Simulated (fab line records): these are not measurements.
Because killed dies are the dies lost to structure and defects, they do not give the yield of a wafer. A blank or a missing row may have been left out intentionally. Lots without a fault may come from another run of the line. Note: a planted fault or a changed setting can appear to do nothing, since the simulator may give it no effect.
What tool caused it?    flow nand harc    6 lots with 18 wafers sampled at 2 steps, on a route of 1302 steps

== WHAT THE GAUGES SHOWED, per wafer ==
NHARC_P_M0_INSPECT_11.
lot   measured      on                 raw defect count
L401  day 6 18:56   defect inspect-02  4 6 7
L404  day 7 23:05   defect inspect-02  3 5 6
L408  day 10 02:46  defect inspect-02  4 2 2
L417  day 13 22:59  defect inspect-01  6 5 2
L419  day 14 08:34  defect inspect-01  6 3 1
L420  day 14 21:16  defect inspect-02  3 5 9

== EACH LOT AND THE TOOL THAT RAN IT (in order: tool; ch and the chambers of the sampled wafers; start) ==
lot   NHARC_P_CONTACT_CMP_24
L401  cmp-01 ch 0,2,3, day 6 17:30
L404  cmp-02 ch 2,3, day 7 21:40
L408  cmp-01 ch 1,2,3, day 10 01:20
L417  cmp-02 ch 0,2, day 13 21:33
L419  cmp-03 ch 0,2,3, day 14 07:08
L420  cmp-03 ch 0,2, day 14 19:49
- NHARC_P_CONTACT_CMP_24: polishes, t overpolish 30 s, target thk 200 nm.

== THE ANSWER, worked out from the rows above alone ==
Rule: the lots themselves supply what counts as usual. Put in order of their means at a reading, lots are off if they are a third of the lots or fewer, leave a main group of 4 or more, and stand apart from it by a gap of 3 or more times the standard deviation of the main group's means; of several such gaps the widest counts. A main group is skipped when, at the precision printed for the reading in the tables above, its means are all equal. Also off: a lot with no number at a reading for which 4 or more lots have one. Any other lot the step has rows for is counted as sound.
No lot is off on any of the readings shown, so nothing can be concluded from this.

== WHAT THE SIMULATOR HAD INSERTED ==
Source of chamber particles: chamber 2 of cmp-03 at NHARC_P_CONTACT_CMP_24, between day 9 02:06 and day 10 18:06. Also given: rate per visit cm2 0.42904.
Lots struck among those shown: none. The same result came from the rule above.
